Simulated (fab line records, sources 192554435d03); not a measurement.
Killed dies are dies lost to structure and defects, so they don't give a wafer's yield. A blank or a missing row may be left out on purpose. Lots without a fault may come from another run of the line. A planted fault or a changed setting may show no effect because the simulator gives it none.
fab line records | flow n5_finfet
record lots=5 wafers=14 last_day=17
route steps=1938 shown SDB@370 DUMMY_REMOVAL@377 HKMG_FIN@385 BEOL_M4@1111 PASSIVATION@1936
lots that met no fault: from a run of the same line without faults
start_h: hours from the record's first day to the start of the lot's first wafer shown | wait_h: hours since the lot's step before | " the same as in the row above | L1.1+2: a row that stands for several wafers | - no value, or no start given | * or withheld: withheld | < > ~ a bound
route shown NAME@n: a module of which the file shows steps, and the number in the route of the first | usual: mean/standard deviation of fault-free wafers | same: alike in all rows | chamber/n: place in a boat | sites: the reading at each site | _std_site: their standard deviation | _edge_site: outer sites' mean less inner sites' | radius_mm: how far each site lies from the wafer's centre | mask NAME#n: copy n | behind: the tool/chamber that last shaped the wafer | hold: why the lot was held/for how many hours/how that ended | device: the transistor (n, p or np) that didn't switch | end of line: the same wafers' tests at the end of the route | a step without rows: its recipe alone | killed: dies lost to structure and defects at the first sort, not the wafer's yield | map: a wafer's dies, x killed, . not, _ none there
set.NAME: the setting as run; set.NAME@STEP: as run at that earlier step | model.NAME: the simulator's own value behind a step, which no gauge read
lots at some steps of the route; a table a step, a row a wafer
## steps
# step N5_SDB_PRECLEAN_38
# recipe chemistry=dHF time_s=10 dilution=750:1 temp_c=25
# step N5_SDB_PRECLEAN_39
# recipe chemistry=O3/DIW time_s=45 temp_c=22 o3_ppm=10
# step N5_SDB_SRD_28
# recipe dry=ipa_marangoni time_s=30 temp_c=23 rinse_liquid=diw
# step N5_SDB_ALD_29
# recipe material=SiNx target_thk_a=300 temp_c=400 ald_precursor_family=SiH2I2 ald_co_reactant=N2/H2-plasma pulse_time_s=1 ald_cycles=600 purge_time_s=2 co_reactant_purge_time_s=2 pressure_torr=2
# step N5_SDB_CMP_30
# recipe stop_on=poly-Si t_overpolish_s=1.54 post_cmp_clean=alkaline_brush down_force_psi=4.1491 platen_rpm=51.796 pad_velocity_m_s=1.0306 target_thk_nm=30
# step N5_DUMMY_REMOVAL_HM_STRIP_01
# recipe chemistry=CH3F/O2 material=SiNx target_depth_a=40 stop_on=poly-Si time_s=6.8 over_etch_frac=0.3 ion_energy_ev=60 power_w=410 bias_w=29 Ar_flow_sccm=150 CH3F_flow_sccm=30 O2_flow_sccm=20
# step N5_DUMMY_REMOVAL_STRIP_10
# recipe chemistry=N2/H2 time_s=40 power_w=100 temp_c=40 pressure_mtorr=100 rf_frequency_hz=6e+07 bias_power_w=3 n2_flow_sccm=300 h2_flow_sccm=300
# step N5_DUMMY_REMOVAL_PRECLEAN_07
# recipe chemistry=dHF time_s=30 temp_c=25 dilution=withheld
# step N5_DUMMY_REMOVAL_DUMMY_REMOVE_02
# recipe chemistry=TMAH temp_c=70 target=poly-Si stop_on=SiO2 target_depth_nm=142 conc_wt_pct=5 time_s=57 dry=ipa_marangoni rinse_time_s=30 rinse_temp_c=23
# step N5_DUMMY_REMOVAL_PRECLEAN_08
# recipe chemistry=NF3:NH3 afs_cycles=2 temp_c=30 time_s=20 sublimation_temp_c=180 sublimation_time_s=60 pressure_torr=3 rf_power_w=30
# columns lot.wafer tool chamber start_h wait_h
L215.3+4+5 remote_plasma-01 1 79.70 0.1
L223.4+6 remote_plasma-01 0 128.91 0.1
L224.1+4+6 remote_plasma-01 0 133.23 0.0
L225.1+5+6 remote_plasma-01 0 140.07 0.0
L235.1+2+4 remote_plasma-02 0 195.75 0.0
# step N5_DUMMY_REMOVAL_PRECLEAN_04
# recipe chemistry=DHF time_s=37 temp_c=25 dilution=500:1
# step N5_DUMMY_REMOVAL_SRD_05
# recipe dry=ipa_marangoni do_ppb=5 time_s=30 temp_c=23 rinse_liquid=diw
# step N5_HKMG_FIN_IL_REGROW_00
# recipe material=SiO2 target_thk_a=7.5 chemistry=O3 temp_c=withheld time_s=30
# step N5_HKMG_FIN_HK_ALD_01
# recipe material=HfO2 target_thk_a=16 temp_c=withheld ald_precursor_family=HfCl4 ald_co_reactant=H2O pulse_time_s=3 purge_time_s=3 co_reactant_purge_time_s=2.5 co_reactant_pulse_time_s=0.3 ald_cycles=30
# step N5_HKMG_FIN_HK_ANNEAL_02
# recipe temp_c=700 time_s=30 ambient=N2 idle_temp_c=600 ramp_up_c_per_s=150 ramp_down_c_per_s=60 cool_to_c=600
# step N5_HKMG_FIN_ALD_74
# recipe material=La2O3 target_thk_a=5 temp_c=250 ald_precursor_family=La-Cp ald_co_reactant=O3 pulse_time_s=6 co_reactant_pulse_time_s=1 purge_time_s=3 co_reactant_purge_time_s=3
# step N5_HKMG_FIN_ALD_75
# recipe material=Al2O3 target_thk_a=10 temp_c=150 ald_precursor_family=TMA ald_co_reactant=H2O pulse_time_s=withheld co_reactant_pulse_time_s=1
# step N5_HKMG_FIN_COAT_41
# recipe resist=SOC temp_c=250 time_s=60 spin_rpm=1500 resist_thk_nm=300
# step N5_HKMG_FIN_COAT_42
# recipe resist=SiARC temp_c=220 time_s=60 spin_rpm=1500 resist_thk_nm=35
# step N5_HKMG_FIN_COAT_43
# recipe resist=CAR-ArF spin_rpm=1500 resist_thk_nm=90
# step N5_HKMG_FIN_EBR_45
# recipe solvent=PGMEA ebr_width_mm=1.5
# step N5_HKMG_FIN_SOFTBAKE_44
# recipe temp_c=110 time_s=60 resist=CAR-ArF
# step N5_HKMG_FIN_EXPOSE_46
# recipe mask_id=NDIPOLE na=1.35 source_shape=conventional sigma_outer=0.8 polarization=unpolarized dose_mj=40
# step N5_HKMG_FIN_PEB_47
# recipe peb_temp_c=withheld peb_time_s=60 resist=CAR-ArF
# step N5_HKMG_FIN_DEVELOP_48
# recipe develop_time_s=30 developer=TMAH resist=CAR-ArF rinse_liquid=diw dry=air_spin dev_temp_c=23
# step N5_HKMG_FIN_DESCUM_53
# recipe chemistry=O2 time_s=7.9 source_power_w=50 bias_power_w=20 pressure_mtorr=20 rf_frequency_hz=2.712e+07 temp_c=40 resist=CAR-ArF o2_flow_sccm=225
# step N5_HKMG_FIN_ETCH_54
# recipe chemistry=CF4 target=SiARC target_depth_a=455 mask_material=CAR-ArF time_s=75.8 ion_energy_ev=80 pressure_mtorr=40 source_w=545 bias_w=36 Ar_flow_sccm=100 cf4_flow_sccm=100 ends=cleared
# step N5_HKMG_FIN_ETCH_55
# recipe chemistry=N2/H2 target=SOC target_depth_a=2400 temp_c=40 time_s=300 ion_energy_ev=200 mask_material=SiARC pressure_mtorr=30 source_w=840 bias_w=150 n2_flow_sccm=200 h2_flow_sccm=200
# step N5_HKMG_FIN_STRIP_56
# recipe chemistry=N2/H2 temp_c=40 n2_flow_sccm=200 h2_flow_sccm=200 rf_frequency_hz=6e+07
# step N5_HKMG_FIN_STRIP_57
# recipe chemistry=CF4 resist=SiARC power_w=300 bias_power_w=75 pressure_mtorr=50 cf4_flow_sccm=150 rf_frequency_hz=6e+07
# step N5_HKMG_FIN_ETCH_58
# recipe chemistry=N2/H2 target=SOC target_depth_a=2158 ion_energy_ev=50 bias_w=13 time_s=741 pressure_mtorr=30 source_w=875 n2_flow_sccm=200 h2_flow_sccm=200
# step N5_HKMG_FIN_STRIP_93
# recipe chemistry=N2/H2 material=SOC time_s=20 power_w=500 temp_c=40 pressure_mtorr=50 rf_frequency_hz=6e+07 bias_power_w=8 h2_frac=0.5 n2_flow_sccm=300 h2_flow_sccm=300
# step N5_HKMG_FIN_WET_ETCH_76
# recipe chemistry=dNH4OH mix=1:50 temp_c=25 target=Al2O3 stop_on=La2O3 target_depth_nm=2.25 dry=ipa_marangoni rinse_time_s=30 rinse_temp_c=23
# step N5_HKMG_FIN_STRIP_60
# recipe chemistry=N2/H2 power_w=2500 temp_c=300 h2_frac=0.65 time_s=360 pressure_mtorr=withheld n2_flow_sccm=1750 h2_flow_sccm=3250
# step N5_HKMG_FIN_WET_ETCH_77
# recipe chemistry=dHCl mix=1:10000 temp_c=25 target=La2O3 stop_on=HfO2 target_depth_nm=2
# step N5_HKMG_FIN_WET_ETCH_78
# recipe chemistry=dNH4OH mix=1:50 temp_c=25 target=Al2O3 stop_on=La2O3 target_depth_nm=4.5 dry=ipa_marangoni rinse_time_s=30 rinse_temp_c=23
# step N5_BEOL_M4_RC_MEAS_101
# usual DIBL_N=36.4/1.6 DIBL_P=36.2/1.8 EOT_N=10.58/0.094 EOT_P=10.50/0.094 IGATE_N=0.0115/0.0018 IGATE_P=0.0034/0.00052 IOFF_N=0.159/0.029 IOFF_P=0.21/0.034 ION_N=670/12 ION_P=459/8.2 SS_N=71.5/0.59 SS_P=73.2/0.54 VT_N=250/3.3 VT_P=-250/3.7
# columns lot.wafer tool chamber start_h wait_h DIBL_N[mV/V] DIBL_P[mV/V] EOT_N EOT_P IGATE_N[nA/um] IGATE_P[nA/um] IOFF_N[nA/um] IOFF_P[nA/um] ION_N[uA/um] ION_P[uA/um] SS_N[mV/dec] SS_P[mV/dec] VT_N[mV] VT_P[mV]
L215.3 prober-02 0 186.03 0.3 37.1 36.4 10.50 10.47 0.0118 0.0035 0.179 0.23 674 461 72.1 73.0 248 -246
L215.4 " 0 " " 34.0 33.5 10.64 10.54 0.0097 0.0029 0.120 0.19 645 454 71.9 72.7 256 -249
L215.5 " 0 " " 32.8 30.9 10.49 10.50 0.0111 0.0033 0.102 0.15 647 450 71.0 71.8 256 -255
L223.4 prober-01 0 225.42 0.5 38.4 37.0 10.68 10.49 0.0110 0.0033 0.182 0.25 682 470 72.2 73.6 248 -245
L223.6 " 0 " " 41.0 40.3 11.83 11.66 0.0026 0.0008 0.237 0.33 666 460 72.3 74.8 245 -240
L224.1 prober-02 0 251.63 0.0 36.9 35.8 10.77 10.53 0.0110 0.0033 0.177 0.19 672 449 72.2 73.8 250 -253
L224.4 " 0 " " 38.4 37.2 10.54 10.55 0.0112 0.0033 0.200 0.23 678 461 72.2 73.9 246 -251
L224.6 " 0 " " 39.7 39.2 11.86 11.57 0.0027 0.0008 0.230 0.24 669 448 73.0 74.5 247 -250
L225.1 prober-01 0 259.90 0.0 37.5 36.6 10.61 10.54 0.0096 0.0029 0.162 0.19 655 444 71.5 73.4 254 -254
L225.5 " 0 " " 38.1 38.5 11.69 11.70 0.0030 0.0009 0.170 0.22 646 442 72.0 73.1 250 -250
L225.6 " 0 " " 41.4 42.4 11.74 11.66 0.0028 0.0009 0.236 0.29 648 444 72.4 74.5 250 -249
L235.1 prober-02 0 310.94 0.0 37.1 37.5 10.64 10.56 0.0105 0.0031 0.159 0.17 675 452 71.4 72.2 250 -256
L235.2 " 0 " " 38.1 38.0 10.44 10.47 0.0111 0.0034 0.164 0.18 668 445 71.3 73.0 249 -256
L235.4 " 0 " " 37.7 37.7 10.69 10.61 0.0103 0.0031 0.155 0.17 675 447 72.1 72.6 251 -258
# step N5_PASSIVATION_PROBE_49
# usual defect_limited_yield=91.1/1.5 killed_at_M0_to_M3=33/9.9 killed_at_M4_up=14/5.2 killed_at_contacts=12/6.7 killed_at_front_end=43/13 killed_at_other=3.4/2.7 killed_dies=105/17 killed_open=69/13 killed_short=33/7.5 sort_bin_5_function=5.2/0.91 sort_bin_6_memory=3.3/0.71 sort_bin_8_speed=0.00/0.032 sort_n_pass=1075/17 sort_yield_pct=91.1/1.5
# same gross_dies=1180 killed_at_back_side=0 sort_bin_4_leakage[%]=0
# columns lot.wafer tool chamber start_h wait_h defect_limited_yield[%] killed_at_M0_to_M3 killed_at_M4_up killed_at_contacts killed_at_front_end killed_at_other killed_dies killed_open killed_short sort_bin_5_function[%] sort_bin_6_memory[%] sort_bin_8_speed[%] sort_n_pass sort_yield_pct[%]
L215.3 prober-01 - 299.62 0.1 87.4 32 24 20 70 3 149 102 45 7.2 4.5 0 1031 87.4
L215.4 prober-01 - 299.67 0.2 90.6 36 19 17 33 6 111 76 35 5.6 3.4 0 1069 90.6
L215.5 prober-01 - 299.72 0.2 92.5 19 25 14 30 1 89 66 22 4.9 2.5 0 1091 92.5
L223.4 prober-02 - 328.22 0.2 89.8 47 20 2 43 8 120 74 44 6.5 3.6 0 1060 89.8
L223.6 prober-02 - 328.32 0.3 92.6 39 11 7 28 2 87 54 32 4.9 2.1 0 1093 92.6
L224.1 prober-01 - 356.39 0.0 92.5 33 11 16 26 2 88 59 26 4.3 2.9 0 1092 92.5
L224.4 prober-01 - 356.54 0.2 89.5 51 4 20 46 3 124 84 38 6.5 3.6 0 1056 89.5
L224.6 prober-01 - 356.64 0.3 92.4 17 13 26 33 1 90 51 38 5.1 2.4 0 1090 92.4
L225.6 prober-01 - 365.30 0.3 91.4 36 13 2 47 4 102 61 39 5.6 3.0 0.08 1077 91.3
# killed by level:class
L215.3 MOL_CONTACT_COAG:geometric_particle:open=17 STI_FIN_REVEAL:geometric_particle:open=16 FIN_SAQP:geometric_particle:open=15 FIN_SAQP:geometric_particle:short=13 BEOL_M1:geometric_particle:open=9 BEOL_M4:geometric_particle:open=8 BEOL_M0_SAQP:geometric_particle:short=7 BEOL_M0_SAQP:geometric_particle:open=5
L215.4 BEOL_M0_SAQP:geometric_particle:open=13 BEOL_M4:geometric_particle:open=13 MOL_CONTACT_COAG:geometric_particle:open=12 BEOL_M0_SAQP:geometric_particle:short=10 STI_FIN_REVEAL:geometric_particle:open=8 DUMMY_GATE:geometric_particle:open=7 MOL_CONTACT_COAG:geometric_particle:short=5 BEOL_M2:geometric_particle:open=5
L215.5 BEOL_M4:geometric_particle:open=17 STI_FIN_REVEAL:geometric_particle:open=12 MOL_CONTACT_COAG:geometric_particle:open=11 BEOL_M1:geometric_particle:open=5 BEOL_M3:geometric_particle:open=5 BEOL_M4:geometric_particle:short=5 FIN_SAQP:geometric_particle:open=4 BEOL_M0_SAQP:geometric_particle:short=4
L223.4 BEOL_M0_SAQP:geometric_particle:open=17 BEOL_M0_SAQP:geometric_particle:short=13 FIN_SAQP:geometric_particle:short=10 FIN_SAQP:geometric_particle:open=9 BEOL_M4:geometric_particle:open=8 BEOL_M3:geometric_particle:open=7 ILD0:geometric_particle:open=6 GATE_CUT:geometric_particle:open=4
L223.6 BEOL_M0_SAQP:geometric_particle:short=11 BEOL_M0_SAQP:geometric_particle:open=9 FIN_SAQP:geometric_particle:short=6 BEOL_M2:geometric_particle:open=6 FIN_SAQP:geometric_particle:open=5 MOL_CONTACT_COAG:geometric_particle:open=5 BEOL_M3:geometric_particle:open=5 BEOL_M4:geometric_particle:open=5
L224.1 MOL_CONTACT_COAG:geometric_particle:open=12 BEOL_M3:geometric_particle:open=10 STI_FIN_REVEAL:geometric_particle:open=6 DUMMY_GATE:geometric_particle:open=6 FIN_SAQP:geometric_particle:short=4 MOL_CONTACT_COAG:geometric_particle:short=4 BEOL_M0_SAQP:geometric_particle:short=4 BEOL_M2:geometric_particle:open=4
L224.4 BEOL_M2:geometric_particle:open=16 MOL_CONTACT_COAG:geometric_particle:open=15 BEOL_M1:geometric_particle:open=15 FIN_SAQP:geometric_particle:open=12 FIN_SAQP:geometric_particle:short=9 STI_FIN_REVEAL:geometric_particle:open=8 BEOL_M3:geometric_particle:open=7 MOL_CONTACT_COAG:geometric_particle:short=5
L224.6 MOL_CONTACT_COAG:geometric_particle:open=17 GATE_CUT:geometric_particle:short=9 MOL_CONTACT_COAG:geometric_particle:short=9 FIN_SAQP:geometric_particle:short=7 FIN_SAQP:geometric_particle:open=5 STI_FIN_REVEAL:geometric_particle:open=5 BEOL_M1:geometric_particle:open=4 BEOL_M0_SAQP:geometric_particle:short=3
L225.6 GATE_CUT:geometric_particle:short=9 FIN_SAQP:geometric_particle:short=8 BEOL_M2:geometric_particle:open=8 BEOL_M3:geometric_particle:open=8 FIN_SAQP:geometric_particle:open=6 STI_FIN_REVEAL:geometric_particle:open=5 DUMMY_GATE:geometric_particle:open=5 BEOL_M4:geometric_particle:open=5
## key
first_sign step=N5_BEOL_M4_RC_MEAS_101 reading=EOT_N direction=up sigmas=13 usual=10.58 struck=11.78
effect step=N5_BEOL_M4_RC_MEAS_101 reading=EOT_P direction=up sigmas=12 usual=10.50 struck=11.65
effect step=N5_BEOL_M4_RC_MEAS_101 reading=IGATE_P direction=down sigmas=5 usual=0.0034 struck=0.0008
effect step=N5_BEOL_M4_RC_MEAS_101 reading=IGATE_N direction=down sigmas=4.9 usual=0.0115 struck=0.0028
effect step=N5_BEOL_M4_RC_MEAS_101 reading=DIBL_N direction=up sigmas=2.3 usual=36.4 struck=40.1
effect step=N5_BEOL_M4_RC_MEAS_101 reading=DIBL_P direction=up sigmas=2.2 usual=36.2 struck=40.1
effect step=N5_BEOL_M4_RC_MEAS_101 reading=IOFF_N direction=up sigmas=2 usual=0.159 struck=0.218
effect step=N5_BEOL_M4_RC_MEAS_101 reading=SS_P direction=up sigmas=1.8 usual=73.2 struck=74.2
effect step=N5_BEOL_M4_RC_MEAS_101 reading=IOFF_P direction=up sigmas=1.8 usual=0.21 struck=0.27 wafers_moved=1
met_at N5_DUMMY_REMOVAL_PRECLEAN_08
struck_wafers L223.6,L224.6,L225.5,L225.6
onset_between 79.70 128.91
fault kind=process_parameter_drift tool=remote_plasma-01 chamber=- onset_h=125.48 steps=N5_DUMMY_REMOVAL_PRECLEAN_08 channel=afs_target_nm offset=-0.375 shape=step end_h=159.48 scope=struck_wafers_only acts_in=these_recipes_only stated=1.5
